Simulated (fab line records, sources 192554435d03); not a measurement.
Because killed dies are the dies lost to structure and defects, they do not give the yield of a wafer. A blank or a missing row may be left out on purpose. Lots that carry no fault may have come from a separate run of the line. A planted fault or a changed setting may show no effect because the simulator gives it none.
Comparing a struck lot with a sound one -- flow n5_finfet -- 16 steps out of a route of 1938
Sound: wafers L893.2, L893.4, L893.6. Wafers L897.2, L897.6 were the ones struck. The cause is given at the end.
Each step with rows lists, per side, the tool, then ch with its chambers, then its first start. Under that, the readings that differ: sound wafers -- struck wafers -- difference of the means -- sigmas: that difference in standard deviations of wafers without a fault.
alike: readings with means less than 2 such deviations apart, plus words and numbers identical on both sides. not compared: withheld readings, readings lacking a value on some wafer, bounds such as >300 that could conceal the same value, and numbers that have no deviation in the record and whose values overlap.
The two part at a step that has a row with sigmas, a row that says differs or no value, or rows on one side only. Non-overlapping numbers with no deviation appear without sigmas and do not part them. A reading that every wafer of one side lacks parts them only if that side has two wafers or more.

first, 6 steps without rows for these wafers: N5_MOL_CONTACT_COAG_COAT_78 (resist thk 40 nm); N5_MOL_CONTACT_COAG_EBR_80; N5_MOL_CONTACT_COAG_SOFTBAKE_79 (time 60 s); N5_MOL_CONTACT_COAG_EXPOSE_81 (exposes mask VG, defocus 0 nm); N5_MOL_CONTACT_COAG_PEB_82 (peb time 60 s); N5_MOL_CONTACT_COAG_DEVELOP_83 (develop time 30 s).
N5_MOL_CONTACT_COAG_CD_MEAS_84 targets a cd of 25.1 nm.
  sound on cd_sem-01 ch 0, day 10 01:27; struck on cd_sem-02 ch 0, day 10 22:25
  alike: cd_nm
N5_MOL_CONTACT_COAG_OVL_MEAS_85:
  sound on overlay-02 ch 0, day 10 01:29; struck on overlay-01 ch 0, day 10 22:27
  alike: VG_OVL
N5_MOL_CONTACT_COAG_INSPECT_57: inspects for defects (brightfield).
  struck on defect_inspect-01, day 10 22:30; sound on defect_inspect-02, day 10 01:32
  alike: raw_defect_count
N5_MOL_CONTACT_COAG_DESCUM_88: chemistry O2, time 7 s.
  sound on rie_diel-02 ch 1,2,3, day 10 01:34; struck on rie_diel-04 ch 0, day 10 22:32
reading,sound,struck,difference,sigmas
oes_product_au (a.u.),1.02 0.90 0.75,0.68 0.67,-0.21,-2
  alike: drypump_motor_current_A, rf_vpp_V, showerhead_plenum_p_Torr, throttle_valve_pct
  not compared: rf_hours_counter_h
N5_MOL_CONTACT_COAG_ETCH_89: etches underlayer in N2/H2, target depth 13 nm, time 10.4 s.
  sound on rie_diel-02 ch 1,2,3, day 10 01:36; struck on rie_diel-04 ch 0, day 10 22:34
reading,sound,struck,difference,sigmas
oes_product_au (a.u.),0.85 0.76 0.65,0.59 0.58,-0.17,-2
  alike: drypump_motor_current_A, etch_rf_on_time_s, rf_vpp_V, showerhead_plenum_p_Torr, throttle_valve_pct
  not compared: rf_hours_counter_h
N5_MOL_CONTACT_COAG_ETCH_90: etches SiARC in CF4, target depth 13 nm, time 21.7 s.
  sound on rie_diel-02 ch 1,2,3, day 10 01:37; struck on rie_diel-04 ch 0, day 10 22:35
  alike: cf4_flow_sccm, drypump_motor_current_A, etch_rf_on_time_s, oes_product_au, rf_vpp_V, showerhead_plenum_p_Torr, throttle_valve_pct
  not compared: rf_hours_counter_h
N5_MOL_CONTACT_COAG_ALD_131: deposits SiO2, target thk 5 nm, pulse time 1 s, co reactant pulse time 1 s.
  sound on ald_sin-04 ch 0,1,3, day 10 01:56; struck on ald_sin-03 ch 1, day 10 22:40
reading,sound,struck,difference,sigmas
ald_cycles,35 35 35,48 48,+13,
model.SiO2_of_MOL_CONTACT_COAG_ALD_131.thk_nm (nm),5 5 5,6.8 6.8,+1.8,
  alike: heater_power_w, precursor_pulse_height_rel
N5_MOL_CONTACT_COAG_ETCHBACK_132: etches SiO2 in CHF3, target depth 10 nm, time 6.7 s.
  sound on rie_diel-04 ch 1,3, day 10 02:07; struck on rie_diel-03 ch 0,1, day 10 22:52
  alike: drypump_motor_current_A, oes_product_au, rf_vpp_V, showerhead_plenum_p_Torr, throttle_valve_pct
  not compared: rf_hours_counter_h
N5_BEOL_M4_RC_MEAS_101:
  the record has rows for the sound wafers here (prober-02 ch 0, day 14 05:37) and none for the struck ones
-- here the record skips 9 days between the struck wafers' starts before and after, leaving off in module BEOL_M4 and picking up in module PASSIVATION (first step shown: number 1936 of the route) --
N5_PASSIVATION_PROBE_49:
  only the struck wafers here have rows in the record (prober-01, day 20 05:35); the sound ones have none

== WHERE THEY PART ==
Last at N5_PASSIVATION_PROBE_49 as far as this record goes, first at N5_MOL_CONTACT_COAG_DESCUM_88.

WHY: what the simulator had put in
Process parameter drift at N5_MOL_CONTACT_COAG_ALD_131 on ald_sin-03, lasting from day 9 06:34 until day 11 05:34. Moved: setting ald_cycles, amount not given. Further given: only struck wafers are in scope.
